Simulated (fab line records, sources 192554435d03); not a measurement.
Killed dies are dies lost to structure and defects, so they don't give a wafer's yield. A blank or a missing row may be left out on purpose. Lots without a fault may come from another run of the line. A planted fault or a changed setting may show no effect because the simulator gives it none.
Split-lot experiment | flow n5_finfet | 7 lots, 21 wafers read, on a route of 1938 steps

THE SPLIT
At N5_SD_EPI_P_COAT_35 (time 60 s, resist thk 35 nm), the setting spin_rpm was moved away from the recipe's 1500 rpm on 7 of the 21 wafers read, by -10.1% to +7.1%. The other wafers ran this setting at the recipe's value.

FROM THE SPLIT TO THE READING: what the file shows between them, 3 steps
- N5_SD_EPI_P_COAT_03: resist thk 150 nm
- N5_SD_EPI_P_EBR_05
- N5_SD_EPI_P_DESCUM_14: chemistry O2, time 7.9 s

THE READING
CAR-ArF-block_of_SD_EPI_P_COAT_03.thk_nm (the simulator's own value, which no gauge read), in nm, at N5_SD_EPI_P_ETCH_36 (etches SiARC in CF4, target depth 45.5 nm, time 75.8 s). The file gives no usual value for it. The 14 wafers here that ran the recipe average 111.1 nm, standard deviation 0.44 nm.

wafer  | tool, chamber at the split | spin_rpm as run, rpm | against the recipe | CAR-ArF-block_of_SD_EPI_P_COAT_03.thk_nm, nm | against lot-mates on the recipe
L077.1 | litho_track-05, 0          | 1500                 | recipe             | 111.4                                        | -
L077.4 | litho_track-05, 0          | 1562                 | +4.1%              | 112.4                                        | +1.0
L077.6 | litho_track-05, 0          | 1562                 | +4.1%              | 112.4                                        | +1.0
L079.3 | litho_track-03, 0          | 1500                 | recipe             | 112                                          | -
L079.5 | litho_track-03, 0          | 1500                 | recipe             | 111.2                                        | -
L079.6 | litho_track-03, 0          | 1500                 | recipe             | 111.6                                        | -
L080.2 | litho_track-03, 0          | 1500                 | recipe             | 111.2                                        | -
L080.3 | litho_track-03, 0          | 1606                 | +7.1%              | 112.4                                        | +1.1
L080.4 | litho_track-03, 0          | 1500                 | recipe             | 111.4                                        | -
L083.3 | litho_track-03, 0          | 1599                 | +6.6%              | 112.6                                        | +1.2
L083.4 | litho_track-03, 0          | 1599                 | +6.6%              | 112.2                                        | +0.8
L083.5 | litho_track-03, 0          | 1500                 | recipe             | 111.4                                        | -
L085.1 | litho_track-05, 0          | 1500                 | recipe             | 110.4                                        | -
L085.5 | litho_track-05, 0          | 1500                 | recipe             | 110.8                                        | -
L085.6 | litho_track-05, 0          | 1348                 | -10.1%             | 108.8                                        | -1.8
L088.1 | litho_track-04, 0          | 1500                 | recipe             | 110.8                                        | -
L088.5 | litho_track-04, 0          | 1500                 | recipe             | 110.4                                        | -
L088.6 | litho_track-04, 0          | 1378                 | -8.1%              | 109.6                                        | -1.0
L090.1 | litho_track-04, 0          | 1500                 | recipe             | 111.4                                        | -
L090.3 | litho_track-04, 0          | 1500                 | recipe             | 111                                          | -
L090.4 | litho_track-04, 0          | 1500                 | recipe             | 110.8                                        | -

THE FIT
A straight line over all 21 wafers: CAR-ArF-block_of_SD_EPI_P_COAT_03.thk_nm changes by +0.212 nm for each +1% of spin_rpm; r = +0.91; the points scatter about the line by 0.41 nm.
The same after taking each lot's own level away (the mean of its wafers on the recipe; 21 wafers): +0.163 nm for each +1%; r = +0.94; scatter 0.24 nm.
On that fit, the largest move of spin_rpm shifts the reading by 1.6 nm.
The lots' own levels span 110.60 to 111.60 nm, that is 2.3 times the standard deviation above.
So the lot-to-lot level changes the slope: the two fits differ.
Check: with one of the wafers moved furthest among these (-10.1%) left out of the fit, the line predicts -1.5 nm for it against its lot-mates. It came out at -1.8 nm against them.

OTHER SPLITS ON THESE WAFERS
These wafers also went through other splits before the reading. Each is held against what the fit with the lots' levels taken away leaves over:
other split on the same wafers | wafers away from the commonest value | r with CAR-ArF-block_of_SD_EPI_P_COAT_03.thk_nm (lot level and that fit taken away)
N5_DUMMY_GATE_ETCH_37 source_w | 9                                    | +0.17

THE WHOLE CHAIN: every reading that the file lists as answering this split, in the file's order
step                | what it does                                           | reading                                                                                   | change (the file's fit)               | r (the file's)
N5_SD_EPI_P_COAT_35 | time 60 s, resist thk 35 nm                            | SiARC_of_SD_EPI_P_COAT_35.thk_nm (the simulator's own value, which no gauge read)         | -0.186 nm for each +1% of the setting | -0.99
N5_SD_EPI_P_ETCH_36 | etches SiARC in CF4, target depth 45.5 nm, time 75.8 s | etch_rf_on_time_s                                                                         | withheld for each +1% of the setting  | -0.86
N5_SD_EPI_P_ETCH_36 | etches SiARC in CF4, target depth 45.5 nm, time 75.8 s | etch.depth_nm (the simulator's own value, which no gauge read)                            | -0.184 nm for each +1% of the setting | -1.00
N5_SD_EPI_P_ETCH_36 | etches SiARC in CF4, target depth 45.5 nm, time 75.8 s | CAR-ArF-block_of_SD_EPI_P_COAT_03.thk_nm (the simulator's own value, which no gauge read) | +0.161 nm for each +1% of the setting | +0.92

THE FILE'S OWN FIT
CAR-ArF-block_of_SD_EPI_P_COAT_03.thk_nm changes by +0.161 nm for each +1% of spin_rpm, r = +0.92.
